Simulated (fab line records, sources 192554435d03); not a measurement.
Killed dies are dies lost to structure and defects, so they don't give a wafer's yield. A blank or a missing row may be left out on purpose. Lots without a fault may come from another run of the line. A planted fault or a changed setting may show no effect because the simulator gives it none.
Which tool did it? | flow n5_finfet | 9 lots, 27 wafers sampled, at 6 steps of a route of 1938

WHAT THE GAUGES READ, wafer by wafer
N5_BEOL_M2_CD_MEAS_28: target cd 26.2 nm, target cd y 24.1 nm.
lot  | measured     | on        | cd_nm (nm)
L613 | day 7 07:24  | cd_sem-01 | 26.22 26.12 26.24
L616 | day 7 21:23  | cd_sem-01 | 26.36 26.11 26.04
L618 | day 8 13:14  | cd_sem-03 | 26.28 25.94 26.27
L624 | day 9 10:47  | cd_sem-01 | 25.99 26.28 26.55
L625 | day 10 12:34 | cd_sem-03 | 26.20 26.18 26.35
L626 | day 10 20:01 | cd_sem-02 | 26.14 26.39 26.75
L630 | day 11 07:52 | cd_sem-03 | 25.81 26.19 26.13
L634 | day 12 09:38 | cd_sem-01 | 25.79 25.97 26.01
L635 | day 12 18:09 | cd_sem-01 | 26.58 26.06 26.15

N5_BEOL_M2_OVL_MEAS_29.
lot  | measured     | on         | V1_OVL (nm)
L613 | day 7 07:26  | overlay-02 | -0.5 0.2 -0.4
L616 | day 7 21:25  | overlay-02 | -0.2 0.2 0.3
L618 | day 8 13:16  | overlay-02 | -2.5 -0.9 -1.7
L624 | day 9 10:49  | overlay-01 | 0.1 -0.5 0.6
L625 | day 10 12:36 | overlay-01 | 2.9 2.7 2.2
L626 | day 10 20:04 | overlay-01 | 3.9 3.6 3.0
L630 | day 11 07:54 | overlay-02 | 0.1 -0.5 -1.1
L634 | day 12 09:40 | overlay-01 | -0.2 0.3 0.6
L635 | day 12 18:11 | overlay-01 | -0.3 -0.6 0.0

N5_BEOL_M2_INSPECT_30: inspects for defects (brightfield).
lot  | measured     | on                | raw_defect_count
L613 | day 7 07:29  | defect_inspect-01 | 500 398 769
L616 | day 7 21:29  | defect_inspect-02 | 569 407 483
L618 | day 8 13:20  | defect_inspect-02 | 358 253 277
L624 | day 9 10:53  | defect_inspect-01 | 643 438 610
L625 | day 10 12:39 | defect_inspect-01 | 454 454 399
L626 | day 10 20:06 | defect_inspect-01 | 436 420 362
L630 | day 11 07:58 | defect_inspect-01 | 691 745 617
L634 | day 12 09:43 | defect_inspect-02 | 455 439 631
L635 | day 12 18:14 | defect_inspect-02 | 540 647 413

N5_BEOL_M4_RC_MEAS_101.
lot  | measured     | on        | DIBL_N (mV/V)  | DIBL_P (mV/V)  | IOFF_N (nA/um)    | IOFF_P (nA/um)    | ION_N (uA/um) | ION_P (uA/um) | SS_N (mV/dec)  | SS_P (mV/dec)  | VT_N (mV)         | VT_P (mV)
L613 | day 9 16:29  | prober-02 | 36.4 36.8 36.7 | 35.8 35.7 36.5 | 0.157 0.157 0.165 | 0.223 0.233 0.243 | 676 671 671   | 466 466 465   | 71.5 72.5 71.3 | 73.6 73.6 72.3 | 249.7 250.3 249.1 | -246.2 -248.6 -247.0
L616 | day 11 03:07 | prober-02 | 33.7 35.6 34.3 | 35.3 38.1 35.7 | 0.114 0.147 0.121 | 0.181 0.214 0.177 | 653 666 650   | 453 458 452   | 70.9 72.0 71.3 | 73.1 73.2 72.8 | 253.2 251.1 255.3 | -251.4 -251.1 -254.3
L618 | day 11 06:32 | prober-01 | 35.2 36.3 35.7 | 35.3 36.9 36.8 | 0.126 0.146 0.137 | 0.174 0.195 0.201 | 666 674 667   | 451 460 464   | 71.1 72.0 71.2 | 72.8 73.3 73.7 | 252.4 251.7 254.8 | -251.1 -251.5 -249.2
L624 | day 12 05:19 | prober-02 | 35.5 34.5 36.6 | 33.2 31.5 34.0 | 0.119 0.107 0.129 | 0.190 0.169 0.198 | 652 653 656   | 458 462 460   | 70.8 70.2 70.9 | 71.9 71.6 71.9 | 253.3 254.1 253.5 | -250.8 -251.5 -250.2
L625 | day 12 20:46 | prober-02 | 33.5 35.2 34.5 | 33.7 35.4 34.5 | 0.108 0.131 0.119 | 0.159 0.183 0.166 | 654 670 658   | 454 462 451   | 71.1 71.8 70.7 | 73.4 73.5 72.6 | 256.5 252.5 253.0 | -254.7 -251.4 -255.3
L626 | day 13 02:11 | prober-02 | 34.1 34.2 35.2 | 36.2 35.8 37.2 | 0.146 0.150 0.167 | 0.232 0.226 0.251 | 675 678 679   | 464 467 472   | 71.5 71.9 71.5 | 73.3 72.9 73.6 | 248.4 248.1 248.2 | -247.9 -248.5 -246.4
L630 | day 14 10:30 | prober-02 | 38.7 36.7 37.3 | 39.3 36.6 36.2 | 0.188 0.143 0.145 | 0.248 0.192 0.193 | 685 681 673   | 468 466 451   | 72.0 72.3 72.0 | 74.0 73.5 73.4 | 250.4 253.3 252.4 | -252.2 -250.0 -251.0
L634 | day 14 11:42 | prober-01 | 34.6 37.2 34.8 | 33.9 36.8 34.6 | 0.118 0.165 0.129 | 0.166 0.211 0.175 | 658 676 665   | 451 461 456   | 71.4 71.7 71.1 | 72.5 73.7 72.6 | 255.1 248.7 254.3 | -253.8 -246.3 -252.8
L635 | day 16 00:40 | prober-02 | 37.5 36.5 36.1 | 35.7 34.1 34.7 | 0.171 0.145 0.144 | 0.244 0.216 0.222 | 680 664 673   | 473 461 470   | 71.2 71.5 71.0 | 74.4 74.0 73.2 | 247.1 249.7 249.8 | -247.2 -248.4 -246.4

WHICH TOOL RAN EACH LOT (tool, then ch and the chambers of the sampled wafers, then the start)
lot  | N5_BEOL_M2_DESCUM_16               | N5_BEOL_M2_EXPOSE_25
L613 | rie_diel-05 ch 1,2,3, day 7 06:23  | euv_scanner-02 ch 0, day 7 07:15
L616 | rie_diel-05 ch 1,2,3, day 7 20:32  | euv_scanner-02 ch 0, day 7 21:14
L618 | rie_diel-05 ch 0,3, day 8 12:22    | euv_scanner-02 ch 0, day 8 13:06
L624 | rie_diel-06 ch 1,2,3, day 9 10:02  | euv_scanner-01 ch 0, day 9 10:39
L625 | rie_diel-06 ch 2,3, day 10 11:42   | euv_scanner-02 ch 0, day 10 12:26
L626 | rie_diel-06 ch 2,3, day 10 18:59   | euv_scanner-02 ch 0, day 10 19:54
L630 | rie_diel-06 ch 0,2,3, day 11 06:58 | euv_scanner-01 ch 0, day 11 07:44
L634 | rie_diel-03 ch 1,2, day 12 08:40   | euv_scanner-01 ch 0, day 12 09:29
L635 | rie_diel-03 ch 0,1, day 12 17:01   | euv_scanner-01 ch 0, day 12 18:00
- N5_BEOL_M2_DESCUM_16: chemistry O2, time 7 s.
- N5_BEOL_M2_EXPOSE_25: exposes mask V1, defocus 5 nm.

WHAT THE TOOLS THEMSELVES READ (means of the sampled wafers that have a number; where no wafer has one, the mark that the record gives instead)
N5_BEOL_M2_DESCUM_16.
lot  | tool        | chamber_pressure_mTorr (mTorr) | drypump_motor_current_A (A) | oes_product_au (a.u.) | rf_fwd_power_W (W) | rf_vpp_V (V) | showerhead_plenum_p_Torr (Torr) | throttle_valve_pct (%)
L613 | rie_diel-05 | 20.006                         | 6.1                         | 0.71                  | 49.58              | 242.5        | 2.05                            | 20.71
L616 | rie_diel-05 | 19.997                         | 6.1                         | 0.71                  | 49.61              | 242.6        | 2.05                            | 20.72
L618 | rie_diel-05 | 20.006                         | 6.1                         | 0.86                  | 49.47              | 242.9        | 2.06                            | 20.27
L624 | rie_diel-06 | 19.997                         | 5.4                         | 0.75                  | 49.70              | 243.4        | 2.05                            | 20.61
L625 | rie_diel-06 | 19.997                         | 5.3                         | 0.87                  | 49.36              | 243.0        | 2.09                            | 20.36
L626 | rie_diel-06 | 20.004                         | 5.1                         | 0.92                  | 49.51              | 243.6        | 2.07                            | 20.49
L630 | rie_diel-06 | 19.990                         | 5.4                         | 0.89                  | 49.28              | 242.4        | 2.07                            | 20.41
L634 | rie_diel-03 | 19.994                         | 5.7                         | 0.87                  | 49.46              | 243.6        | 2.16                            | 20.42
L635 | rie_diel-03 | 19.998                         | 5.6                         | 0.85                  | 49.33              | 243.2        | 2.03                            | 20.64

THE ANSWER, worked out from the rows above alone
Rule: what is usual is taken from the lots themselves. Put in order of their means at a reading, lots are off if they are a third of the lots or fewer, leave a main group of 4 or more, and stand apart from it by a gap of 3 or more times the standard deviation of the main group's means; of several such gaps the widest counts. A main group whose means are all the same, to the digits that the tables above print for the reading, isn't used. A lot without any number at a reading at which 4 lots or more have one is off too. The other lots that the step has rows for count as sound. The gauges are gone through in route order, then the tools' own readings, and for those a lot's mean is taken as printed above. The first step at which some lot is off is used, and at that step the reading that is off furthest; a lot without a number counts as furthest.
Off: L625, L626, at N5_BEOL_M2_OVL_MEAS_29 (V1_OVL). The main group: mean -0.3 nm, standard deviation 0.61.
A tool fits if, at a process step before that reading, it ran every lot that is off, and no sound lot after the first of them. The gauges at N5_BEOL_M2_OVL_MEAS_29 are tried like those tools. One fits: euv_scanner-02 at N5_BEOL_M2_EXPOSE_25. Its last sound lot is L618 (day 8 13:06), its first lot that is off L625 (day 10 12:26): a fault that began between those two fits.

WHAT THE SIMULATOR HAD PUT IN
Scanner matching overlay: euv_scanner-02, from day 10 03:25 on, at N5_BEOL_M2_EXPOSE_25. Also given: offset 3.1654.
Lots struck among those shown: L625, L626. The rule above found the same.
